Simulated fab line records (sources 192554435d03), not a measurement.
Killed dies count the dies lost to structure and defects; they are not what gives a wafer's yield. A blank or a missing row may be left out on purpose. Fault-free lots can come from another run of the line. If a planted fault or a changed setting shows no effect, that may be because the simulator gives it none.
Lot-split experiment | flow n5 finfet | 7 lots, 21 wafers read, on a route of 1938 steps

ON THE SPLIT
At N5_SD_EPI_N_PEB_07 (peb time 60 s), the setting peb temp c was moved away from the recipe's 110 C on 8 of the 21 wafers read, by -2.9% to +3.4%. This setting was run at the recipe's value on the other wafers.

THE PATH FROM SPLIT TO READING: the file shows 1 step between them
- N5_SD_EPI_N_DEVELOP_08: develop time 30 s

THE READING
Shown in nm: cd nm at N5_SD_EPI_N_CD_MEAS_09, with target cd 120 nm. On this fab line, fault-free wafers typically give 119.9 nm with a standard deviation of 0.55 nm.

wafer  | tool, chamber at the split | peb temp c as run, C | against the recipe | cd nm, nm | against lot-mates on the recipe
L074.3 | litho track-04, 0          | 110                  | recipe             | 119.6     | -
L074.4 | litho track-04, 0          | 110                  | recipe             | 119.1     | -
L074.6 | litho track-04, 0          | 110                  | recipe             | 120.0     | -
L078.1 | litho track-04, 0          | 110                  | recipe             | 120.0     | -
L078.3 | litho track-04, 0          | 106.8                | -2.9%              | 111.1     | -9.2
L078.4 | litho track-04, 0          | 110                  | recipe             | 120.7     | -
L080.1 | litho track-03, 0          | 113.3                | +3.0%              | 128.3     | +7.2
L080.3 | litho track-03, 0          | 110                  | recipe             | 121.1     | -
L080.5 | litho track-03, 0          | 113.3                | +3.0%              | 129.1     | +8.0
L082.1 | litho track-04, 0          | 110                  | recipe             | 120.1     | -
L082.3 | litho track-04, 0          | 112.8                | +2.5%              | 127.2     | +7.1
L082.6 | litho track-04, 0          | 112.8                | +2.5%              | 126.8     | +6.7
L086.1 | litho track-04, 0          | 110                  | recipe             | 119.2     | -
L086.2 | litho track-04, 0          | 110                  | recipe             | 119.6     | -
L086.3 | litho track-04, 0          | 110                  | recipe             | 119.7     | -
L090.3 | litho track-02, 0          | 113.7                | +3.4%              | 129.5     | +10.1
L090.4 | litho track-02, 0          | 110                  | recipe             | 119.4     | -
L090.6 | litho track-02, 0          | 113.7                | +3.4%              | 128.8     | +9.4
L097.1 | litho track-02, 0          | 110                  | recipe             | 119.6     | -
L097.2 | litho track-02, 0          | 110                  | recipe             | 119.2     | -
L097.3 | litho track-02, 0          | 112.2                | +2.0%              | 124.5     | +5.1

THE FIT
A straight line over all 21 wafers: cd nm changes by +2.86 nm for each +1% of peb temp c; r = +0.99; the points scatter about the line by 0.57 nm.
The same after taking each lot's own level away (the mean of its wafers on the recipe; 21 wafers): +2.82 nm for each +1%; r = +1.00; scatter 0.47 nm.
The reading moves by 9.5 nm for the largest change in peb temp c, on that fit.
From 119.40 to 121.10 nm: that is the span of the lots' own levels, equal to 3.1 times the standard deviation above.
Consequently the slope shifts little with the lot-to-lot level, the two slopes agreeing.
Check: with one of the wafers moved furthest among these (+3.4%) left out of the fit, the line predicts +9.16 nm for it against its lot-mates. It came out at +10.1 nm against them.

OTHER SPLITS APPLIED TO THESE WAFERS
These wafers also went through other splits before the reading. Each is held against what the fit with the lots' levels taken away leaves over:
other split on the same wafers        | wafers away from the commonest value | r with cd nm (lot level and that fit taken away)
N5_FIN_SAQP_PEB_14 peb time s         | 9                                    | -0.35
N5_FIN_SAQP_DEVELOP_15 develop time s | 10                                   | -0.41
N5_FIN_SAQP_SPACER1_ALD_24 temp c     | 7                                    | +0.04
N5_STI_FIN_REVEAL_ETCHBACK_08 time s  | 5                                    | +0.20
N5_SD_EPI_N_COAT_33 spin rpm          | 7                                    | +0.22

THE WHOLE CHAIN: every reading that the file lists as answering this split, in the file's order
step                   | what it does                                           | reading                                                         | change (the file's fit)              | r (the file's)
N5_SD_EPI_N_CD_MEAS_09 | target cd 120 nm                                       | cd nm                                                           | +2.81 nm for each +1% of the setting | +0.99
N5_SD_EPI_N_DESCUM_14  | chemistry O2, time 7.9 s                               | SD_EPI_N.cd nm (the simulator's own value, which no gauge read) | +2.84 nm for each +1% of the setting | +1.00
N5_SD_EPI_N_ETCH_34    | etches SiARC in CF4, target depth 45.5 nm, time 75.8 s | SD_EPI_N.cd nm (the simulator's own value, which no gauge read) | +2.85 nm for each +1% of the setting | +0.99

FILE'S OWN FIT
cd nm changes by +2.81 nm for each +1% of peb temp c, r = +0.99.
